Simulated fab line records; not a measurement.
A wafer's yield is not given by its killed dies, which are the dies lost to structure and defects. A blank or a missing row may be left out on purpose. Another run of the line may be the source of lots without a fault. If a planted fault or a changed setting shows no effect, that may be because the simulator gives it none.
Split-lot trial	flow n5-finfet	21 wafers read from 7 lots, route of 1938 steps

== SPLIT DETAILS ==
At N5_MOL_CONTACT_COAG_SPUTTER_130 (material Co, target thk 47.5 nm), the setting power-w was moved away from the recipe's 3000 W on 6 of the 21 wafers read, by -14.7% to +16.6%. This setting was run at the recipe's value on the other wafers.

The split's own step is where the reading is taken.

== THE READING ==
Co_of_MOL_CONTACT_COAG_SPUTTER_130.thk-nm (the simulator's own value, which no gauge read), in nm, at N5_MOL_CONTACT_COAG_SPUTTER_130 (material Co, target thk 47.5 nm). The file does not state a usual value for it. Across the 15 wafers here that went through the recipe, the average is 47.6 nm and the standard deviation 0.48 nm.

wafer	tool, chamber at the split	power-w as run, W	against the recipe	Co_of_MOL_CONTACT_COAG_SPUTTER_130.thk-nm, nm	against lot-mates on the recipe
L076.3	pvd-sputter-02, -	3000	recipe	47.6	-
L076.4	pvd-sputter-02, -	3000	recipe	47.2	-
L076.6	pvd-sputter-02, -	2778	-7.4%	44.4	-3.0
L078.1	pvd-sputter-02, -	3499	+16.6%	55.2	+7.8
L078.2	pvd-sputter-02, -	3499	+16.6%	56.2	+8.8
L078.5	pvd-sputter-02, -	3000	recipe	47.4	-
L079.1	pvd-sputter-02, -	3000	recipe	48	-
L079.5	pvd-sputter-02, -	3000	recipe	48	-
L079.2	pvd-sputter-02, -	3000	recipe	48.2	-
L081.1	pvd-sputter-03, -	3000	recipe	47.2	-
L081.2	pvd-sputter-03, -	3000	recipe	46.4	-
L081.4	pvd-sputter-03, -	2559	-14.7%	40.4	-6.4
L082.2	pvd-sputter-02, -	3246	+8.2%	51	+3.8
L082.3	pvd-sputter-02, -	3246	+8.2%	51.6	+4.4
L082.5	pvd-sputter-02, -	3000	recipe	47.2	-
L084.2	pvd-sputter-02, -	3000	recipe	47.6	-
L084.3	pvd-sputter-02, -	3000	recipe	47.2	-
L084.5	pvd-sputter-02, -	3000	recipe	47.4	-
L095.2	pvd-sputter-02, -	3000	recipe	48	-
L095.5	pvd-sputter-02, -	3000	recipe	48	-
L095.3	pvd-sputter-02, -	3000	recipe	48.2	-

FIT RESULTS
A straight line over all 21 wafers: Co_of_MOL_CONTACT_COAG_SPUTTER_130.thk-nm changes by +0.48 nm for each +1% of power-w; r = +0.99; the points scatter about the line by 0.49 nm.
The same after taking each lot's own level away (the mean of its wafers on the recipe; 21 wafers): +0.476 nm for each +1%; r = +1.00; scatter 0.32 nm.
Per that fit: largest power-w move, reading shift of 7.9 nm.
The lots' own levels span 46.80 to 48.07 nm, that is 2.6 times the standard deviation above.
The two slopes are in agreement: the lot-to-lot level therefore moves the slope only a little.
Check: +8.13 nm against its lot-mates is what the line predicts for one of the wafers moved furthest among these (+16.6%) when that wafer is left out of the fit. It came out at +7.8 nm against them.

== THE OTHER SPLITS THESE WAFERS WENT THROUGH ==
Before the reading, these wafers also passed through other splits. Each is held against what the fit with the lots' levels taken away leaves over:
other split on the same wafers	wafers away from the commonest value	r with Co_of_MOL_CONTACT_COAG_SPUTTER_130.thk-nm (lot level and that fit taken away)
N5_GATE_CUT_ETCH_36 cf4-flow-sccm	4	-0.17

== THE FILE'S OWN FIT ==
Co_of_MOL_CONTACT_COAG_SPUTTER_130.thk-nm changes by +0.468 nm for each +1% of power-w, r = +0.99.
